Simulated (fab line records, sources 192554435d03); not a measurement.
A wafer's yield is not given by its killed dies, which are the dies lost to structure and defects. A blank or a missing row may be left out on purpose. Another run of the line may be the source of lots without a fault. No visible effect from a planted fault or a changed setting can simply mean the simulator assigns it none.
Split-lot experiment ; flow n5Finfet ; 39 wafers read across 7 lots, on a route 1938 steps long

## THE SPLIT
At N5_SD_EPI_P_EPI_21 (deposits SiGe:B, time 355 s), the setting timeS was moved away from the recipe's 355 s on 15 of the 39 wafers read, by -28.4% to +37.2%. All remaining wafers had this setting at the recipe value.

## FROM THE SPLIT TO THE READING: what the file shows between them, 5 steps
- N5_SD_EPI_P_EPI_MEAS_23
- N5_SD_EPI_P_HM_STRIP_48: strips SiNx in H3PO4, material SiNx, target depth 3 nm
- N5_SD_EPI_P_SRD_49: time 30 s
- N5_SD_ACTIVATION_RTA_00: time 0 s
- N5_SD_ACTIVATION_LSA_01: time 0.0008 s

## THE READING
RS_SD_P (ohm/sq), read at N5_SD_ACTIVATION_RS_MEAS_03 with a four-point probe. A value of 56.2 ohm/sq with a standard deviation of 1.1 ohm/sq is what fault-free wafers of this fab line usually give.

wafer;tool, chamber at the split;timeS as run, s;against the recipe;RS_SD_P, ohm/sq;against lot-mates on the recipe
L076.1;epiRpcvd-02, 0;416.7;+17.4%;51.1;-5.9
L076.2;epiRpcvd-02, 0;355;recipe;56.6;-
L076.3;epiRpcvd-02, 0;416.7;+17.4%;51.7;-5.3
L076.4;epiRpcvd-02, 0;355;recipe;57.4;-
L076.5;epiRpcvd-02, 0;355;recipe;57.1;-
L076.6;epiRpcvd-02, 0;416.7;+17.4%;50.8;-6.2
L077.1;epiRpcvd-02, 0;355;recipe;54.8;-
L077.2;epiRpcvd-02, 0;420.6;+18.5%;49.2;-6.0
L077.3;epiRpcvd-02, 0;355;recipe;55.5;-
L077.4;epiRpcvd-02, 0;420.6;+18.5%;49.5;-5.7
L077.5;epiRpcvd-02, 0;355;recipe;55.3;-
L077.6;epiRpcvd-02, 0;420.6;+18.5%;49.1;-6.1
L078.1;epiRpcvd-04, 0;487.1;+37.2%;43.4;-11.4
L078.2;epiRpcvd-04, 0;355;recipe;54.8;-
L078.3;epiRpcvd-04, 0;355;recipe;54.5;-
L078.4;epiRpcvd-04, 0;487.1;+37.2%;44.0;-10.8
L078.5;epiRpcvd-04, 0;355;recipe;55.0;-
L078.6;epiRpcvd-04, 0;487.1;+37.2%;43.6;-11.2
L086.2;epiRpcvd-02, 0;355;recipe;56.8;-
L086.3;epiRpcvd-02, 0;355;recipe;56.3;-
L086.4;epiRpcvd-02, 0;355;recipe;55.9;-
L087.1;epiRpcvd-04, 0;355;recipe;57.1;-
L087.2;epiRpcvd-04, 0;355;recipe;58.1;-
L087.3;epiRpcvd-04, 0;355;recipe;57.0;-
L087.4;epiRpcvd-04, 0;254.2;-28.4%;73.8;+16.4
L087.5;epiRpcvd-04, 0;254.2;-28.4%;75.5;+18.1
L087.6;epiRpcvd-04, 0;254.2;-28.4%;73.4;+16.0
L090.1;epiRpcvd-04, 0;263.3;-25.8%;71.0;+13.0
L090.2;epiRpcvd-04, 0;263.3;-25.8%;70.7;+12.7
L090.3;epiRpcvd-04, 0;355;recipe;58.2;-
L090.4;epiRpcvd-04, 0;355;recipe;57.9;-
L090.5;epiRpcvd-04, 0;355;recipe;57.8;-
L090.6;epiRpcvd-04, 0;263.3;-25.8%;70.0;+12.0
L095.1;epiRpcvd-04, 0;355;recipe;56.0;-
L095.2;epiRpcvd-04, 0;355;recipe;55.7;-
L095.3;epiRpcvd-04, 0;355;recipe;55.7;-
L095.4;epiRpcvd-04, 0;355;recipe;56.1;-
L095.5;epiRpcvd-04, 0;355;recipe;56.7;-
L095.6;epiRpcvd-04, 0;355;recipe;55.0;-

FIT RESULTS
A straight line over all 39 wafers: RS_SD_P changes by -0.454 ohm/sq for each +1% of timeS; r = -0.97; the points scatter about the line by 2 ohm/sq.
The same after taking each lot's own level away (the mean of its wafers on the recipe; 39 wafers): -0.414 ohm/sq for each +1%; r = -0.97; scatter 1.8 ohm/sq.
The reading moves by 15 ohm/sq for the largest change in timeS, on that fit.
The span of the lots' own levels, 54.77 to 57.97 ohm/sq, comes to 2.9 times the standard deviation stated above.
The two slopes are in agreement: the lot-to-lot level therefore moves the slope only a little.
Check: with one of the wafers moved furthest among these (+37.2%) left out of the fit, the line predicts -14.8 ohm/sq for it against its lot-mates. Against them it came out at -11.4 ohm/sq.

## OTHER SPLITS ON THESE WAFERS
Before the reading, these wafers also passed through other splits. Each is held against what the fit with the lots' levels taken away leaves over:
other split on the same wafers;wafers away from the commonest value;r with RS_SD_P (lot level and that fit taken away)
N5_ZERO_LAYER_ETCH_18 targetDepthA;18;+0.15

## THE WHOLE CHAIN: every reading that the file lists as answering this split, in the file's order
step;what it does;reading;change (the file's fit);r (the file's)
N5_SD_EPI_P_EPI_21;deposits SiGe:B, time 355 s;SiGe-B_of_SD_EPI_P_EPI_21.thkNm (the simulator's own value, which no gauge read);+0.433 nm for each +1% of the setting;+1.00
N5_SD_EPI_P_EPI_MEAS_23;;thkNm;withheld for each +1% of the setting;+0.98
N5_SD_ACTIVATION_RS_MEAS_03;measures by four-point-probe;RS_SD_P;-0.408 for each +1% of the setting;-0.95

## THE FILE'S OWN FIT
RS_SD_P changes by -0.408 ohm/sq for each +1% of timeS, r = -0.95.
